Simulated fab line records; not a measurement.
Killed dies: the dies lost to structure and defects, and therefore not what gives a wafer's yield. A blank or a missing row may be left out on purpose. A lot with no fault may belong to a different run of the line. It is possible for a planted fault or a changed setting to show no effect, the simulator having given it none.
A struck lot beside a sound one -- flow nand-harc -- 24 out of 1159 route steps
Sound: the wafers L894.1, L894.2, L894.5. Struck: wafer L902.2 (left out: L902.4, L902.5 of the same lot, which were not struck); the cause appears at the end.
Each step with rows lists, per side, the tool, then ch with its chambers, then its first start. Under that, the readings that differ: sound wafers -- struck wafers -- difference of the means -- sigmas: that difference in standard deviations of wafers without a fault.
alike: a reading whose means differ by less than 2 such deviations, as well as words and numbers matching on both sides. not compared: withheld readings; readings where some wafer has no value; bounds like >300 that might hide an equal value; numbers whose values overlap and for which the record gives no deviation.
The two part at a step that has a row with sigmas, a row that says differs or no value, or rows on one side only. When numbers do not overlap yet have no deviation, they are printed without sigmas and do not part them. A reading missing from all wafers of one side parts the sides only when that side holds two or more wafers.

first, 4 steps without rows for these wafers: NHARC_P_GATE_PRECLEAN_71 (cleans in SC1); NHARC_P_GATE_SRD_72; NHARC_P_GATE_OXIDE_16 (material SiO2, target thk 3 nm, ox time 392 s); NHARC_P_GATE_CVD_17 (deposits poly-Si, target thk 150 nm, time 900 s).
NHARC_P_GATE_HM_DEP_102: deposits aC, target thk 120 nm.
  sound on acl-dep-03 ch 0, day 5 09:11; struck on acl-dep-03 ch 0, day 8 00:06
  alike: throttle-valve-pct
NHARC_P_GATE_DEP_103: deposits SiON, target thk 30 nm.
  sound on pecvd-03 ch 0,2, day 5 09:52; struck on pecvd-03 ch 0, day 8 01:09
  alike: heater-power-w
then, 6 steps without rows for these wafers: NHARC_P_GATE_DEHYDRATE_18 (time 120 s); NHARC_P_GATE_HMDS_19 (time 30 s); NHARC_P_GATE_COAT_20 (resist thk 90 nm); NHARC_P_GATE_SOFTBAKE_21 (time 55 s); NHARC_P_GATE_EBR_22; NHARC_P_GATE_EXPOSE_23 (exposes mask P GATE, target cd 120 nm).
NHARC_P_GATE_PEB_24: peb time 65 s.
  sound on litho-track-06 ch 0, day 5 10:28; struck on litho-track-06 ch 0, day 8 01:43
  alike: exhaust-pa
then, 1 step without rows for these wafers: NHARC_P_GATE_DEVELOP_25 (develop time 35 s).
NHARC_P_GATE_CD_MEAS_26: target cd 120 nm.
  sound on cd-sem-01 ch 0, day 5 10:32; struck on cd-sem-03 ch 0, day 8 01:48
reading,sound,struck,difference,sigmas
cd-nm (nm),121.2 120.2 120.1,116.5,-4.0,-8
NHARC_P_GATE_OVL_MEAS_27:
  struck on overlay-02, day 8 01:53; sound on overlay-01, day 5 10:38
  alike: overlay-x-nm, overlay-y-nm
NHARC_P_GATE_INSPECT_28:
  struck on defect-inspect-02, day 8 01:55; sound on defect-inspect-02, day 5 10:40
  alike: raw-defect-count
NHARC_P_GATE_DESCUM_31: chemistry O2, time 3 s.
  sound on rie-diel-04 ch 2,3, day 5 10:43; struck on rie-diel-08 ch 2, day 8 02:00
reading,sound,struck,difference,sigmas
drypump-motor-current-A (A),6.7 5.4 6.7,5.2,-1.1,-2
showerhead-plenum-p-Torr (Torr),1.84 1.92 1.84,2.07,+0.20,+2
model.P_GATE.cd-nm (nm),121.4 119.9 120.3,116,-5,
  alike: oes-product-au, rf-vpp-V, throttle-valve-pct
  not compared: rf-hours-counter-h
NHARC_P_GATE_ETCH_104: etches the open film in CF4/CHF3, target depth 60 nm.
  sound on rie-diel-04 ch 0,2, day 5 10:49; struck on rie-diel-08 ch 1, day 8 02:04
  alike: drypump-motor-current-A, oes-product-au, rf-vpp-V, showerhead-plenum-p-Torr, throttle-valve-pct
then, 2 steps without rows for these wafers: NHARC_P_GATE_HM_OPEN_105 (chemistry O2/COS, target depth 360 nm); NHARC_P_GATE_STRIP_106 (strips in O2/COS).
NHARC_P_GATE_ETCH_114: etches the open film in CF4/O2, target depth 30 nm, overetch 3 nm, time 16.5 s.
  sound: rie-diel-04 ch 2,3; struck: rie-diel-08 ch 3
  alike: drypump-motor-current-A, oes-product-au, rf-vpp-V, showerhead-plenum-p-Torr, throttle-valve-pct
  not compared: rf-hours-counter-h
NHARC_P_GATE_ETCH_32: etches the open film in HBr/Cl2, target depth 150 nm, time 100.1 s.
  sound on rie-si-03 ch 0,2,3, day 5 11:11; struck on rie-si-05 ch 1, day 8 02:29
reading,sound,struck,difference,sigmas
model.P_GATE.cd-nm (nm),123.4 122.3 121.1,113.3,-9.0,
  alike: drypump-motor-current-A, oes-product-au, throttle-valve-pct
  not compared: rf-hours-counter-h
NHARC_P_GATE_STRIP_108: strips in O2.
  sound on rie-diel-07 ch 0,1,3, day 5 11:22; struck on rie-diel-07 ch 2, day 8 02:37
  alike: drypump-motor-current-A, oes-product-au, rf-vpp-V, showerhead-plenum-p-Torr, throttle-valve-pct
  not compared: rf-hours-counter-h

## WHERE THEY PART
First at NHARC_P_GATE_CD_MEAS_26; last, within this record, at NHARC_P_GATE_DESCUM_31. Later steps at which nothing parts them and some readings are alike: NHARC_P_GATE_ETCH_104, NHARC_P_GATE_ETCH_114, NHARC_P_GATE_ETCH_32, NHARC_P_GATE_STRIP_108.

WHY: what had been put in by the simulator
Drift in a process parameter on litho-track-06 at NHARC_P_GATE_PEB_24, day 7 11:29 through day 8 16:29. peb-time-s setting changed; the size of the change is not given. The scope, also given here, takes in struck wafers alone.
